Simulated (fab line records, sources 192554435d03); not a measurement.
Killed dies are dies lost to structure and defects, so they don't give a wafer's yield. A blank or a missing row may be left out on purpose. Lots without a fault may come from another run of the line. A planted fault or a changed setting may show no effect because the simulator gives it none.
fab line records | flow n5_finfet
record lots=5 wafers=14 last_day=17
route steps=1938 shown SD_EPI_N@276 SD_EPI_P@295 SD_ACTIVATION@332 MOL_CONTACT_COAG@537 BEOL_M4@1111 PASSIVATION@1936
lots that met no fault: from a run of the same line without faults
start_h: hours from the record's first day to the start of the lot's first wafer shown | wait_h: hours since the lot's step before | " the same as in the row above | L1.1+2: a row that stands for several wafers | - no value, or no start given | * or withheld: withheld | < > ~ a bound
route shown NAME@n: a module of which the file shows steps, and the number in the route of the first | usual: mean/standard deviation of fault-free wafers | same: alike in all rows | chamber/n: place in a boat | sites: the reading at each site | _std_site: their standard deviation | _edge_site: outer sites' mean less inner sites' | radius_mm: how far each site lies from the wafer's centre | mask NAME#n: copy n | behind: the tool/chamber that last shaped the wafer | hold: why the lot was held/for how many hours/how that ended | device: the transistor (n, p or np) that didn't switch | end of line: the same wafers' tests at the end of the route | a step without rows: its recipe alone | killed: dies lost to structure and defects at the first sort, not the wafer's yield | map: a wafer's dies, x killed, . not, _ none there
set.NAME: the setting as run; set.NAME@STEP: as run at that earlier step | model.NAME: the simulator's own value behind a step, which no gauge read
lots at some steps of the route; a table a step, a row a wafer
services: from which hour (start_h, from the record's first day; less than 0 if before it) a tool's chamber was out of use, for how many hours, and why
## steps
# step N5_SD_EPI_N_STRIP_36
# recipe chemistry=N2/H2 temp_c=40 n2_flow_sccm=200 h2_flow_sccm=200 rf_frequency_hz=6e+07
# step N5_SD_EPI_N_ETCHBACK_44
# recipe chemistry=CH3F/O2 mode=anisotropic_etchback target=SiNx target_depth_a=145 stop_on=SiO2 over_etch_frac=0.3 ion_energy_ev=120 pressure_mtorr=30 source_w=395 bias_w=73 Ar_flow_sccm=150 CH3F_flow_sccm=30 O2_flow_sccm=20
# step N5_SD_EPI_N_ETCH_45
# recipe chemistry=CH3F/O2 target=SiOCN target_depth_a=60 mask_material=SOC ion_energy_ev=60 bias_w=29 pressure_mtorr=15 source_w=410 Ar_flow_sccm=150 CH3F_flow_sccm=30 O2_flow_sccm=20
# step N5_SD_EPI_N_ETCH_16
# recipe chemistry=CHF3/O2 target=SiO2 target_depth_a=50 mask_material=SOC pressure_mtorr=30 source_w=650 bias_w=170 Ar_flow_sccm=200 CHF3_flow_sccm=50 O2_flow_sccm=5 ion_energy_ev=200
# step N5_SD_EPI_N_STRIP_47
# recipe chemistry=CHF3/O2 resist=SiARC rf_frequency_hz=6e+07
# step N5_SD_EPI_N_SD_RECESS_17
# recipe chemistry=HBr/Cl2/O2 target_depth_a=410 mask_material=SOC time_s=23.7 bt_time_s=3 pressure_mtorr=10 icp_w=800 bias_w=112 HBr_flow_sccm=150 Cl2_flow_sccm=80 O2_flow_sccm=12
# step N5_SD_EPI_N_STRIP_38
# recipe chemistry=N2/H2 power_w=1000 temp_c=250 h2_frac=0.65 overash_fraction=0.3 pressure_mtorr=withheld n2_flow_sccm=1750 h2_flow_sccm=3250
# step N5_SD_EPI_N_WET_ETCH_43
# recipe chemistry=dHF dilution=withheld time_s=14 target=SiO2 target_depth_a=15 temp_c=25
# step N5_SD_EPI_N_STRIP_18
# recipe chemistry=SPM time_s=750 temp_c=130 h2so4_h2o2_vol_ratio=4
# step N5_SD_EPI_N_SRD_20
# recipe dry=ipa_marangoni do_ppb=5 time_s=30 temp_c=23 rinse_liquid=diw
# step N5_SD_EPI_N_PRECLEAN_48
# recipe chemistry=NF3:NH3 afs_cycles=2 temp_c=30 time_s=20 sublimation_temp_c=180 sublimation_time_s=60 pressure_torr=3 rf_power_w=30
# step N5_SD_EPI_N_VAPOR_ETCH_50
# recipe chemistry=HCl target=Si temp_c=775 time_s=54 pressure_torr=20 mode=isotropic
# step N5_SD_EPI_N_EPI_21
# recipe material=Si:P dopant=P temp_c=680 pressure_torr=255 time_s=690
# usual epi_growth_time_s=690/0
# columns lot.wafer tool chamber start_h wait_h epi_growth_time_s model.Si-P_of_SD_EPI_N_EPI_21.thk_nm
L985.2 epi_rpcvd-02 0 61.28 0.5 690 58
L985.3 " 0 " " 690 58.2
L985.5 " 0 " " 690 59
L996.2 epi_rpcvd-02 0 124.12 0.4 803.34 65
L996.3 " 0 " " 803.34 65.8
L996.6 " 0 " " 690 59
L997.2 epi_rpcvd-02 0 128.56 0.4 803.34 65.2
L997.3 " 0 " " 803.34 64.6
L997.6 " 0 " " 690 59.4
L999.3 epi_rpcvd-02 0 142.35 0.9 803.34 65.8
L999.4 " 0 " " 690 59.2
L100.2 epi_rpcvd-04 0 148.79 0.9 690 59.2
L100.4 " 0 150.12 2.1 690 59.2
L100.5 " 0 " " 690 58.8
# step N5_SD_EPI_N_EPI_MEAS_23
# recipe mode=xrd
# usual thk_nm=58.9/1.1
# columns lot.wafer tool chamber start_h wait_h thk_nm
L985.2 film_metro-02 - 63.20 1.5 56.7
L985.3 " - " " 58.6
L985.5 " - " " 60.0
L996.2 film_metro-02 - 125.56 1.2 64.6
L996.3 " - " " 67.1
L996.6 " - " " 57.5
L997.2 film_metro-02 - 129.99 1.2 65.0
L997.3 " - " " 65.1
L997.6 " - " " 59.2
L999.3 film_metro-01 - 143.88 1.2 64.9
L999.4 " - " " 59.7
L100.2 film_metro-01 - 152.16 2.7 58.2
L100.4 " - " " 58.9
L100.5 " - " " 57.8
# step N5_SD_EPI_N_PRECLEAN_24
# recipe chemistry=O3/DIW time_s=60 temp_c=22 o3_ppm=10
# step N5_SD_EPI_N_SRD_25
# recipe time_s=30 temp_c=23 rinse_liquid=diw dry=ipa_marangoni
# step N5_SD_EPI_N_PRECLEAN_49
# recipe chemistry=NF3:NH3 afs_cycles=1 temp_c=30 time_s=20 sublimation_temp_c=180 sublimation_time_s=60 pressure_torr=3 rf_power_w=30
# step N5_SD_EPI_N_LINER_46
# recipe material=SiNx target_thk_a=30 temp_c=400 ald_precursor_family=SiH2I2 ald_co_reactant=N2/H2-plasma pressure_torr=2
# step N5_SD_EPI_P_COAT_34
# recipe resist=SOC temp_c=250 time_s=60 spin_rpm=1500 resist_thk_nm=350
# step N5_SD_EPI_P_COAT_35
# recipe resist=SiARC temp_c=220 time_s=60 spin_rpm=1500 resist_thk_nm=35
# step N5_SD_EPI_P_COAT_03
# recipe resist=CAR-ArF-block spin_rpm=1500 resist_thk_nm=150
# step N5_SD_EPI_P_EBR_05
# recipe solvent=PGMEA ebr_width_mm=1.5
# step N5_SD_EPI_P_SOFTBAKE_04
# recipe temp_c=110 time_s=60 resist=CAR-ArF-block
# step N5_SD_EPI_P_EXPOSE_06
# recipe mask_id=SD_P_BLK na=1.35 source_shape=conventional sigma_outer=0.8 polarization=unpolarized target_cd_nm=240 dose_mj=39.5
# step N5_SD_EPI_P_PEB_07
# recipe peb_temp_c=110 peb_time_s=60 resist=CAR-ArF-block
# step N5_SD_EPI_P_DEVELOP_08
# recipe develop_time_s=30 developer=TMAH resist=CAR-ArF-block dev_temp_c=23 rinse_liquid=diw dry=air_spin
# step N5_SD_EPI_P_DESCUM_14
# recipe chemistry=O2 time_s=7.9 source_power_w=50 bias_power_w=20 pressure_mtorr=20 rf_frequency_hz=2.712e+07 temp_c=40 resist=CAR-ArF-block o2_flow_sccm=225
# step N5_SD_EPI_P_ETCH_36
# recipe chemistry=CF4 target=SiARC target_depth_a=455 mask_material=CAR-ArF-block time_s=75.8 ion_energy_ev=80 pressure_mtorr=40 source_w=545 bias_w=36 Ar_flow_sccm=100 cf4_flow_sccm=100 ends=cleared
# step N5_SD_EPI_P_ETCH_37
# recipe chemistry=N2/H2 target=SOC overetch_a=1080 mask_material=SiARC temp_c=40 ion_energy_ev=100 source_w=3000 bias_w=133 pressure_mtorr=20 time_s=486 n2_flow_sccm=200 h2_flow_sccm=200 ends=end_point
# step N5_SD_EPI_P_STRIP_38
# recipe chemistry=N2/H2 temp_c=40 n2_flow_sccm=200 h2_flow_sccm=200 rf_frequency_hz=6e+07
# step N5_SD_EPI_P_ETCHBACK_46
# recipe chemistry=CH3F/O2 mode=anisotropic_etchback target=SiNx target_depth_a=175 stop_on=SiO2 over_etch_frac=0.3 ion_energy_ev=120 pressure_mtorr=30 source_w=395 bias_w=73 Ar_flow_sccm=150 CH3F_flow_sccm=30 O2_flow_sccm=20
# step N5_SD_EPI_P_ETCH_47
# recipe chemistry=CH3F/O2 target=SiOCN target_depth_a=250 mask_material=SOC ion_energy_ev=60 bias_w=29 pressure_mtorr=30 source_w=410 Ar_flow_sccm=150 CH3F_flow_sccm=30 O2_flow_sccm=20
# step N5_SD_EPI_P_ETCH_16
# recipe chemistry=CHF3/O2 target=SiO2 target_depth_a=50 mask_material=SOC pressure_mtorr=30 source_w=650 bias_w=170 Ar_flow_sccm=200 CHF3_flow_sccm=50 O2_flow_sccm=5 ion_energy_ev=200
# step N5_SD_EPI_P_STRIP_50
# recipe chemistry=CHF3/O2 resist=SiARC rf_frequency_hz=6e+07
# step N5_SD_EPI_P_SD_RECESS_17
# recipe chemistry=HBr/Cl2/O2 target_depth_a=391 bt_time_s=3 pressure_mtorr=10 icp_w=800 bias_w=112 HBr_flow_sccm=150 Cl2_flow_sccm=80 O2_flow_sccm=12
# step N5_SD_EPI_P_WET_ETCH_45
# recipe chemistry=dHF dilution=withheld time_s=10.7 target=SiO2 target_depth_a=20 temp_c=25 dry=ipa_marangoni rinse_time_s=30 rinse_temp_c=23
# step N5_SD_EPI_P_STRIP_40
# recipe chemistry=N2/H2 power_w=1000 temp_c=250 h2_frac=0.65 overash_fraction=0.3 pressure_mtorr=withheld n2_flow_sccm=1750 h2_flow_sccm=3250
# step N5_SD_EPI_P_PRECLEAN_52
# recipe chemistry=O3/DIW time_s=60 temp_c=22 o3_ppm=10
# step N5_SD_ACTIVATION_RS_MEAS_03
# recipe thk_meas_gauge=four-point-probe
# usual RS_SD_N=21.92/0.25 RS_SD_P=56.0/0.86
# columns lot.wafer tool chamber start_h wait_h RS_SD_N[ohm/sq] RS_SD_P[ohm/sq]
L985.2 film_metro-01 - 69.12 0.2 22.26 56.0
L985.3 " - " " 22.20 56.1
L985.5 " - " " 21.97 55.7
L996.2 film_metro-01 - 132.96 0.2 19.87 54.5
L996.3 " - " " 19.64 54.5
L996.6 " - " " 21.69 55.2
L997.2 film_metro-02 - 135.08 0.2 19.71 54.3
L997.3 " - " " 19.92 56.0
L997.6 " - " " 21.63 55.9
L999.3 film_metro-01 - 150.09 0.2 19.56 57.0
L999.4 " - " " 21.84 55.8
L100.2 film_metro-01 - 158.08 0.2 21.72 56.3
L100.4 " - " " 21.95 55.8
L100.5 " - " " 21.93 56.2
# step N5_MOL_CONTACT_COAG_ETCH_15
# recipe chemistry=CH3F/O2 target=SiNx target_depth_a=70 mask_material=SOC stop_on=Si:P over_etch_frac=0.75 ion_energy_ev=120 pressure_mtorr=30 source_w=395 bias_w=73 Ar_flow_sccm=150 CH3F_flow_sccm=30 O2_flow_sccm=20
# usual drypump_motor_current_A=5.6/0.51 oes_product_au=0.59/0.055 rf_vpp_V=297/4.6 showerhead_plenum_p_Torr=2.01/0.074 throttle_valve_pct=16.29/0.21
# same over_etch_frac=0.75
# columns lot.wafer tool chamber start_h wait_h drypump_motor_current_A oes_product_au rf_hours_counter_h rf_vpp_V showerhead_plenum_p_Torr throttle_valve_pct model.Si-P_of_SD_EPI_N_EPI_21.thk_nm
L985.2 rie_diel-03 2 99.23 0.0 5.6 0.64 46 305 1.94 16.30 57.2
L985.3 " 1 " " 6.3 0.61 72 304 2.04 16.05 57.4
L985.5 " 3 " " 5.7 0.62 - 296 1.95 16.12 58.2
L996.2 rie_diel-06 1 161.92 0.0 5.9 0.67 28 302 2.13 16.14 64
L996.3 " 0 " " 5.3 0.70 8 298 2.03 16.10 65
L996.6 " 3 " " 5.0 0.69 - 303 2.14 16.49 58.2
L997.2 rie_diel-06 0 163.45 0.0 5.3 0.69 9 297 2.03 16.11 64.4
L997.3 " 3 " " 4.9 0.69 18 303 2.14 16.50 63.8
L997.6 " 1 " " 5.9 0.67 - 301 2.13 16.15 58.6
L999.3 rie_diel-04 2 180.29 0.0 6.7 0.51 216 298 1.98 16.83 65
L999.4 " 0 " " 5.0 0.60 93 290 1.95 16.41 58.4
L100.2 rie_diel-04 1 187.28 0.0 5.7 0.56 179 294 1.90 16.04 58.4
L100.4 " 0 " " 4.9 0.60 95 291 1.95 16.40 58.4
L100.5 " 0 " " 5.0 0.60 - 290 1.95 16.42 58
# step N5_BEOL_M4_RC_MEAS_101
# usual DIBL_N=36.0/2.2 DIBL_P=36.2/2.4 IOFF_N=0.16/0.035 IOFF_P=0.21/0.037 ION_N=672/13 ION_P=461/7 RS_SD_N=28.4/0.32 SS_N=71.4/0.69 SS_P=73.2/0.75 VT_N=250/3.4 VT_P=-251/3
# columns lot.wafer tool chamber start_h wait_h DIBL_N[mV/V] DIBL_P[mV/V] IOFF_N[nA/um] IOFF_P[nA/um] ION_N[uA/um] ION_P[uA/um] RS_SD_N[ohm/sq] SS_N[mV/dec] SS_P[mV/dec] VT_N[mV] VT_P[mV]
L985.2 prober-02 0 207.85 0.2 35.1 37.4 0.16 0.23 676 470 28.7 72.0 72.7 252 -248
L985.3 " 0 " " 31.4 32.0 0.11 0.15 659 454 28.8 69.9 71.6 255 -252
L985.5 " 0 " " 29.9 30.3 0.08 0.13 643 443 28.3 70.3 71.0 257 -256
L997.2 prober-01 0 271.02 0.2 37.4 37.4 0.19 0.24 675 462 25.8 71.8 73.5 247 -250
L997.3 " 0 " " 37.3 37.3 0.19 0.22 679 462 26.0 71.7 73.2 248 -249
L997.6 " 0 " " 35.7 35.6 0.15 0.20 665 455 28.2 71.8 73.0 250 -251
L996.2 prober-02 0 271.29 0.2 37.4 36.5 0.17 0.20 679 461 25.5 70.9 73.8 248 -253
L996.3 " 0 " " 36.3 35.0 0.14 0.18 671 459 25.3 71.7 72.9 252 -254
L996.6 " 0 " " 37.8 37.1 0.17 0.21 687 464 28.5 71.2 73.6 248 -250
L999.3 prober-02 0 299.76 0.3 35.3 35.5 0.15 0.19 679 457 25.6 70.9 73.1 251 -252
L999.4 " 0 " " 34.5 35.1 0.14 0.20 656 456 28.5 71.1 73.0 249 -252
L100.2 prober-02 0 304.09 0.2 37.9 37.9 0.20 0.23 682 456 28.4 72.3 73.2 247 -250
L100.4 " 0 " " 34.1 35.1 0.13 0.17 663 456 28.3 70.9 72.7 251 -255
L100.5 " 0 " " 33.5 32.2 0.11 0.15 655 451 28.4 71.3 72.3 255 -254
# step N5_PASSIVATION_PROBE_49
# usual defect_limited_yield=91.2/1.4 killed_at_M0_to_M3=34/9.4 killed_at_M4_up=14/5.6 killed_at_contacts=13/7.8 killed_at_front_end=37/10 killed_at_other=4/3.3 killed_dies=103/17 killed_open=68/13 killed_short=33/8.2 sort_bin_5_function=5.1/0.92 sort_bin_6_memory=3.3/0.71 sort_bin_8_speed=0.01/0.043 sort_n_pass=1077/17 sort_yield_pct=91.2/1.4
# same gross_dies=1180 killed_at_back_side=0 sort_bin_4_leakage[%]=0
# columns lot.wafer tool chamber start_h wait_h defect_limited_yield[%] killed_at_M0_to_M3 killed_at_M4_up killed_at_contacts killed_at_front_end killed_at_other killed_dies killed_open killed_short sort_bin_5_function[%] sort_bin_6_memory[%] sort_bin_8_speed[%] sort_n_pass sort_yield_pct[%]
L997.2 prober-02 - 383.00 0.1 90.8 34 13 4 55 3 109 69 37 5.2 3.7 0 1071 90.8
L997.3 prober-02 - 383.05 0.1 90.4 34 14 19 39 7 113 77 35 5.9 3.2 0 1067 90.4
L997.6 prober-02 - 383.20 0.3 91.1 37 3 21 37 7 105 67 37 5.2 3.4 0 1075 91.1
L100.2 prober-02 - 416.88 0.1 93.2 31 11 6 31 1 80 52 28 4.5 2.1 0 1100 93.2
L100.4 prober-02 - 416.98 0.2 92.9 29 7 5 43 0 84 45 36 4.3 2.2 0 1096 92.9
L100.5 prober-02 - 417.03 0.2 91.9 25 8 6 46 11 96 55 41 5.5 2.5 0 1084 91.9
# killed by level:class
L997.2 BEOL_M3:geometric_particle:open=14 STI_FIN_REVEAL:geometric_particle:open=13 FIN_SAQP:geometric_particle:short=10 FIN_SAQP:geometric_particle:open=9 GATE_CUT:geometric_particle:short=4 BEOL_M3:geometric_particle:short=4 STARTING-WAFER:geometric_particle:open=4 STI_FIN_REVEAL:geometric_particle:short=3
L997.3 MOL_CONTACT_COAG:geometric_particle:open=14 BEOL_M3:geometric_particle:open=11 FIN_SAQP:geometric_particle:open=9 FIN_SAQP:geometric_particle:short=8 STI_FIN_REVEAL:geometric_particle:open=8 BEOL_M2:geometric_particle:open=5 MOL_CONTACT_COAG:geometric_particle:short=5 BEOL_M0_SAQP:geometric_particle:short=4
L997.6 MOL_CONTACT_COAG:geometric_particle:open=15 STI_FIN_REVEAL:geometric_particle:open=10 BEOL_M0:geometric_particle:short=9 FIN_SAQP:geometric_particle:open=8 BEOL_M2:geometric_particle:open=8 BEOL_M3:geometric_particle:open=8 FIN_SAQP:geometric_particle:short=6 MOL_CONTACT_COAG:geometric_particle:short=6
L100.2 BEOL_M0_SAQP:geometric_particle:open=12 BEOL_M0_SAQP:geometric_particle:short=12 STI_FIN_REVEAL:geometric_particle:open=11 FIN_SAQP:geometric_particle:short=5 MOL_CONTACT_COAG:geometric_particle:open=5 BEOL_M4:geometric_particle:open=5 FIN_SAQP:geometric_particle:open=4 GATE_CUT:geometric_particle:open=3
L100.4 FIN_SAQP:geometric_particle:short=11 FIN_SAQP:geometric_particle:open=8 STI_FIN_REVEAL:geometric_particle:open=8 BEOL_M0_SAQP:geometric_particle:short=6 BEOL_M0_SAQP:geometric_particle:open=6 BEOL_M3:geometric_particle:open=4 BEOL_M4:geometric_particle:open=4 STARTING-WAFER:geometric_particle:short=4
L100.5 FIN_SAQP:geometric_particle:short=10 STI_FIN_REVEAL:geometric_particle:open=10 GATE_CUT:geometric_particle:short=8 BEOL_M2:geometric_particle:open=8 FIN_SAQP:geometric_particle:open=6 DUMMY_GATE:geometric_particle:open=5 BEOL_M3:geometric_particle:open=5 MOL_CONTACT_COAG:geometric_particle:open=4
## services
# columns tool chamber start_h hours kind
rie_diel-06 3 40.78 3.3 repair
rie_diel-06 1 49.39 - clean
rie_diel-06 1 49.39 - consumable_replace:focus_ring
rie_diel-06 1 49.39 - consumable_replace:showerhead
rie_diel-06 1 49.39 21.1 scheduled_down
rie_diel-06 1 49.39 21.1 vent_cycle
rie_diel-06 3 70.48 - clean
rie_diel-06 3 70.48 - consumable_replace:focus_ring
rie_diel-06 3 70.48 - consumable_replace:showerhead
rie_diel-06 3 70.48 28.0 scheduled_down
rie_diel-06 3 70.48 28.0 vent_cycle
rie_diel-03 0 72.76 9.1 repair
rie_diel-06 - 74.08 0.7 repair
rie_diel-06 0 112.78 - clean
rie_diel-06 0 112.78 - consumable_replace:focus_ring
rie_diel-06 0 112.78 17.8 scheduled_down
rie_diel-06 0 112.78 17.8 vent_cycle
rie_diel-04 2 142.43 9.2 repair
rie_diel-04 3 166.11 2.1 repair
epi_rpcvd-04 - 182.32 2.8 pm
## key
first_sign step=N5_SD_EPI_N_EPI_21 reading=epi_growth_time_s direction=up sigmas=99+ usual=* struck=*
effect step=N5_SD_EPI_N_EPI_MEAS_23 reading=thk_nm direction=up sigmas=5.6 usual=* struck=*
effect step=N5_SD_ACTIVATION_RS_MEAS_03 reading=RS_SD_N direction=down sigmas=8.7 usual=21.92 struck=19.74
effect step=N5_BEOL_M4_RC_MEAS_101 reading=RS_SD_N direction=down sigmas=8.8 usual=28.4 struck=25.6
model_effect step=N5_SD_EPI_N_EPI_21 value=Si-P_of_SD_EPI_N_EPI_21.thk_nm without=58.72 struck=65.28
model_effect step=N5_MOL_CONTACT_COAG_ETCH_15 value=Si-P_of_SD_EPI_N_EPI_21.thk_nm without=57.5 struck=63.9
met_at N5_SD_EPI_N_EPI_21
struck_wafers L996.2,L996.3,L997.2,L997.3,L999.3
onset_between 61.28 124.12
fault kind=process_parameter_drift tool=epi_rpcvd-02 chamber=- onset_h=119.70 steps=N5_SD_EPI_N_EPI_21 channel=epi_growth_time_s offset=* shape=step end_h=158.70 scope=struck_wafers_only stated=*
